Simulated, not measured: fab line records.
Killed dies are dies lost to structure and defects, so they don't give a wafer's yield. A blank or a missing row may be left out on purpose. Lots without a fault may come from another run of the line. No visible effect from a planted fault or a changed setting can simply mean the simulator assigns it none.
Matching of chambers    flow n5-finfet    N5_BEOL_M5_ETCH_61 on rie-diel-04 has 4 sister chambers
The step etches SiARC in CF4, target depth 15.6 nm, time 26 s. 24 wafers are shown with their chamber, then 12 later ones without.

== EACH WAFER AND ITS CHAMBER ==
wafer   chamber  showerhead-plenum-p-Torr (Torr)  drypump-motor-current-A (A)  oes-product-au (a.u.)
L074.3  3        2.04                             6.7                          0.59
L074.4  2        2.12                             6.1                          0.61
L074.5  3        2.04                             6.8                          0.59
L079.1  1        2.19                             5.4                          0.81
L079.4  0        2.22                             5.3                          0.66
L079.6  2        2.11                             6.1                          0.60
L080.1  2        2.11                             6.1                          0.60
L080.3  0        2.22                             5.4                          0.65
L080.5  3        2.04                             6.8                          0.58
L082.1  3        2.03                             6.7                          0.58
L082.5  1        2.19                             5.4                          0.77
L082.6  0        2.22                             5.4                          0.64
L086.1  0        2.22                             5.4                          0.64
L086.2  1        2.19                             5.4                          0.76
L086.3  3        2.03                             6.7                          0.57
L087.1  1        2.19                             5.4                          0.77
L087.2  3        2.03                             6.7                          0.57
L087.3  0        2.22                             5.4                          0.64
L087.4  1        2.19                             5.4                          0.77
L087.5  0        2.22                             5.4                          0.64
L087.6  3        2.03                             6.7                          0.57
L090.3  2        2.11                             6.1                          0.85
L090.4  1        2.19                             5.4                          0.76
L090.5  3        2.03                             6.8                          0.57

SIGNATURES (means of the wafers above)
reading                   chamber 0  chamber 1  chamber 2  chamber 3  scatter within a chamber
showerhead-plenum-p-Torr  2.2200     2.1900     2.1125     2.0337     0.00362
drypump-motor-current-A   5.383      5.400      6.100      6.737      0.0368
oes-product-au            0.6450     0.7733     0.6650     0.5775     0.0492
Rule: for a wafer and a chamber, the distance is found by dividing, reading by reading, the gap between the wafer's reading and the chamber's mean by the reading's scatter, squaring, summing and taking the root. If the next closest chamber is less than 2 further off than the closest, the wafer can't be placed; otherwise it belongs to the closest. How the scatter is found: for the shown wafers, subtract from each reading the mean of its chamber, square and add these, divide the total by (wafers less chambers), then take the root.

== WAFERS MISSING THEIR CHAMBER ==
wafer   showerhead-plenum-p-Torr (Torr)  drypump-motor-current-A (A)  oes-product-au (a.u.)
L092.1  2.11                             6.1                          0.83
L092.2  2.03                             6.8                          0.57
L092.3  2.18                             5.4                          0.76
L092.4  2.21                             5.4                          0.64
L092.5  2.18                             5.4                          0.76
L092.6  2.22                             5.3                          0.63
L094.1  2.03                             6.8                          0.57
L094.3  2.11                             6.1                          0.83
L094.4  2.21                             5.4                          0.63
L093.1  2.21                             5.4                          0.63
L093.4  2.18                             5.4                          0.76
L093.6  2.11                             6.1                          0.83

== WHICH CHAMBER EACH WENT THROUGH ==
wafer   from the rows above  in truth
L092.1  2                    2
L092.2  3                    3
L092.3  1                    1
L092.4  0                    0
L092.5  1                    1
L092.6  0                    0
L094.1  3                    3
L094.3  2                    2
L094.4  0                    0
L093.1  0                    0
L093.4  1                    1
L093.6  2                    2
12 of 12 placed correctly. Can't be placed from these rows: 0. Placed wrongly: 0.
